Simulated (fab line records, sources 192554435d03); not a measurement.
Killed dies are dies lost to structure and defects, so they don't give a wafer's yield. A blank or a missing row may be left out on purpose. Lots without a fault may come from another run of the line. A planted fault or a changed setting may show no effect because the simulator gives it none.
Which tool did it? | flow n5_finfet | 10 lots, 30 wafers sampled, at 3 steps of a route of 1938

WHAT THE GAUGES READ, wafer by wafer
N5_BEOL_M15_INSPECT_30: inspects for defects (macro).
lot  | measured     | on                | raw_defect_count
L119 | day 11 16:58 | defect_inspect-01 | 2 3 2
L121 | day 12 00:43 | defect_inspect-01 | 3 2 0
L122 | day 12 05:47 | defect_inspect-01 | 2 1 0
L123 | day 12 19:07 | defect_inspect-01 | 1 2 1
L125 | day 14 05:53 | defect_inspect-01 | 1 1 0
L131 | day 15 15:35 | defect_inspect-02 | 1 5 4
L136 | day 16 13:59 | defect_inspect-01 | >300 >300 >300
L133 | day 16 14:27 | defect_inspect-02 | 2 0 1
L135 | day 17 04:14 | defect_inspect-02 | >300 >300 >300
L142 | day 18 05:01 | defect_inspect-02 | 3 3 3

WHICH TOOL RAN EACH LOT (tool, then ch and the chambers of the sampled wafers, then the start)
lot  | N5_BEOL_M15_VIA_ETCH_16            | N5_BEOL_M15_ETCH_57
L119 | rie_diel-01 ch 0,2,3, day 11 15:37 | rie_diel-03 ch 0,1,2, day 11 16:08
L121 | rie_diel-04 ch 0,3, day 11 23:16   | rie_diel-04 ch 0,1,3, day 11 23:46
L122 | rie_diel-01 ch 2,3, day 12 04:19   | rie_diel-03 ch 0,1,3, day 12 04:49
L123 | rie_diel-01 ch 1,2,3, day 12 17:32 | rie_diel-04 ch 1,3, day 12 18:10
L125 | rie_diel-01 ch 0,2, day 14 04:33   | rie_diel-01 ch 1,3, day 14 05:04
L131 | rie_diel-01 ch 0,2,3, day 15 14:07 | rie_diel-01 ch 1,2, day 15 14:38
L136 | rie_diel-01 ch 0,2,3, day 16 12:26 | rie_diel-04 ch 1,2,3, day 16 13:02
L133 | rie_diel-03 ch 1,2, day 16 12:55   | rie_diel-01 ch 0,2, day 16 13:29
L135 | rie_diel-01 ch 2, day 17 02:22     | rie_diel-04 ch 0,2, day 17 03:24
L142 | rie_diel-03 ch 0,2, day 18 03:23   | rie_diel-01 ch 1,2,3, day 18 04:04
- N5_BEOL_M15_VIA_ETCH_16: etches SiO2 in C4F8/O2/Ar, target depth 1792.2 nm.
- N5_BEOL_M15_ETCH_57: etches SOC in N2/H2, time 750 s.

THE ANSWER, worked out from the rows above alone
Rule: what is usual is taken from the lots themselves. Put in order of their means at a reading, lots are off if they are a third of the lots or fewer, leave a main group of 4 or more, and stand apart from it by a gap of 3 or more times the standard deviation of the main group's means; of several such gaps the widest counts. A main group whose means are all the same, to the digits that the tables above print for the reading, isn't used. A lot without any number at a reading at which 4 lots or more have one is off too. The other lots that the step has rows for count as sound.
Off: L136, L135, at N5_BEOL_M15_INSPECT_30 (raw_defect_count). Without a number there: L136, L135. The main group: mean 1.8, standard deviation 0.93.
A tool fits if, at a process step before that reading, it ran every lot that is off, and no sound lot after the first of them. The gauges at N5_BEOL_M15_INSPECT_30 are tried like those tools. Can't be told from this: 2 tools fit, rie_diel-01 at N5_BEOL_M15_VIA_ETCH_16, rie_diel-04 at N5_BEOL_M15_ETCH_57.

WHAT THE SIMULATOR HAD PUT IN
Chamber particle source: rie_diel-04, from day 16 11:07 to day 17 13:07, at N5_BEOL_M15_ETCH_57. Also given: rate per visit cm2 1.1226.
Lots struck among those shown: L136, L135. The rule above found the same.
